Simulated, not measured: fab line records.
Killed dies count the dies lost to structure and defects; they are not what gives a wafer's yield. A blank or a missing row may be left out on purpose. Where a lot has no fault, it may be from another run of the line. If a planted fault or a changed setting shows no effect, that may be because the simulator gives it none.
Split-lot trial + flow n5 finfet + 7 lots, 21 wafers read, on a route of 1938 steps

## ABOUT THE SPLIT
At N5_BEOL_M0_SAQP_PECVD_00 (deposits SiCN from 3MS/NH3, target thk 8 nm, time 14 s), the setting time s was moved away from the recipe's 14 s on 4 of the 21 wafers read, by -13.8% to -8.9%. The other wafers ran this setting at the recipe's value.

Reading taken at the split's own step.

## THE READING
SiCN_of_BEOL_M0_SAQP_PECVD_00.thk nm (the simulator's own value, which no gauge read), in nm, at N5_BEOL_M0_SAQP_PECVD_00 (deposits SiCN from 3MS/NH3, target thk 8 nm, time 14 s). No usual value for it is given in the file. Average 8.0 nm, standard deviation 0.14 nm, over the 17 wafers here run with the recipe.

| wafer  | tool, chamber at the split | time s as run, s | against the recipe | SiCN_of_BEOL_M0_SAQP_PECVD_00.thk nm, nm | against lot-mates on the recipe |
|--------|----------------------------|------------------|--------------------|------------------------------------------|---------------------------------|
| L075.1 | pecvd-01, 0                | 14               | recipe             | 8                                        | -                               |
| L075.6 | pecvd-01, 0                | 14               | recipe             | 8                                        | -                               |
| L075.3 | pecvd-01, 0                | 14               | recipe             | 8.2                                      | -                               |
| L076.1 | pecvd-02, 0                | 14               | recipe             | 7.8                                      | -                               |
| L076.2 | pecvd-02, 2                | 12.07            | -13.8%             | 6.8                                      | -1.2                            |
| L076.6 | pecvd-02, 2                | 14               | recipe             | 8.2                                      | -                               |
| L085.4 | pecvd-02, 1                | 14               | recipe             | 7.8                                      | -                               |
| L085.5 | pecvd-02, 0,2              | 14               | recipe             | 8                                        | -                               |
| L085.6 | pecvd-02, 0,2              | 14               | recipe             | 8                                        | -                               |
| L091.4 | pecvd-04, 2,1              | 14               | recipe             | 8                                        | -                               |
| L091.6 | pecvd-04, 2,1              | 14               | recipe             | 8                                        | -                               |
| L091.5 | pecvd-04, 0                | 14               | recipe             | 8.2                                      | -                               |
| L094.1 | pecvd-01, 0                | 12.11            | -13.5%             | 6.8                                      | -1.4                            |
| L094.2 | pecvd-01, 1                | 14               | recipe             | 8.2                                      | -                               |
| L094.3 | pecvd-01, 1                | 12.11            | -13.5%             | 7.2                                      | -1.0                            |
| L095.2 | pecvd-04, 2                | 14               | recipe             | 7.8                                      | -                               |
| L095.3 | pecvd-04, 0                | 14               | recipe             | 8                                        | -                               |
| L095.6 | pecvd-04, 2                | 12.75            | -8.9%              | 7.2                                      | -0.7                            |
| L097.1 | pecvd-01, 2                | 14               | recipe             | 8                                        | -                               |
| L097.3 | pecvd-01, 0,1              | 14               | recipe             | 8.2                                      | -                               |
| L097.4 | pecvd-01, 0,1              | 14               | recipe             | 8.2                                      | -                               |
If several chambers appear in one row, that row covers several wafers at once and the file leaves open which wafer was in which chamber.

THE FIT
A straight line over all 21 wafers: SiCN_of_BEOL_M0_SAQP_PECVD_00.thk nm changes by +0.0825 nm for each +1% of time s; r = +0.94; the points scatter about the line by 0.15 nm.
The same after taking each lot's own level away (the mean of its wafers on the recipe; 21 wafers): +0.0871 nm for each +1%; r = +0.96; scatter 0.12 nm.
That fit puts the effect of the largest move of time s on the reading at 1.2 nm.
The span of the lots' own levels, 7.90 to 8.20 nm, comes to 2.1 times the standard deviation stated above.
So the lot-to-lot level changes the slope little: the two slopes agree.
Check: for one of the wafers moved furthest among these (-13.8%), held out of the fit, the line's prediction against its lot-mates is -1.2 nm. Against them it came out at -1.2 nm.

## FURTHER SPLITS ON THESE WAFERS
Note: prior to the reading, these wafers also went through further splits. Each is held against what the fit with the lots' levels taken away leaves over:
| other split on the same wafers            | wafers away from the commonest value | r with SiCN_of_BEOL_M0_SAQP_PECVD_00.thk nm (lot level and that fit taken away) |
|-------------------------------------------|--------------------------------------|---------------------------------------------------------------------------------|
| N5_WELL_APT_COAT_02 spin rpm              | 4                                    | -0.08                                                                           |
| N5_PMOS_HMC_CHANNEL_EPI_PEB_07 peb temp c | 7                                    | +0.01                                                                           |
| N5_DUMMY_GATE_ETCH_32 time s              | 7                                    | -0.17                                                                           |
| N5_DUMMY_GATE_ETCH_44 target depth a      | 10                                   | +0.05                                                                           |
| N5_SD_EPI_N_EPI_21 time s                 | 10                                   | -0.13                                                                           |
| N5_SDB_EXPOSE_08 dose mj                  | 8                                    | -0.17                                                                           |
| N5_HKMG_FIN_ETCH_35 source w              | 7                                    | -0.15                                                                           |
| N5_GATE_CUT_ETCH_58 source w              | 7                                    | -0.27                                                                           |
| N5_MOL_CONTACT_COAG_EXPOSE_81 dose mj     | 6                                    | +0.15                                                                           |

## FILE'S OWN FIT
SiCN_of_BEOL_M0_SAQP_PECVD_00.thk nm changes by +0.0863 nm for each +1% of time s, r = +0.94.
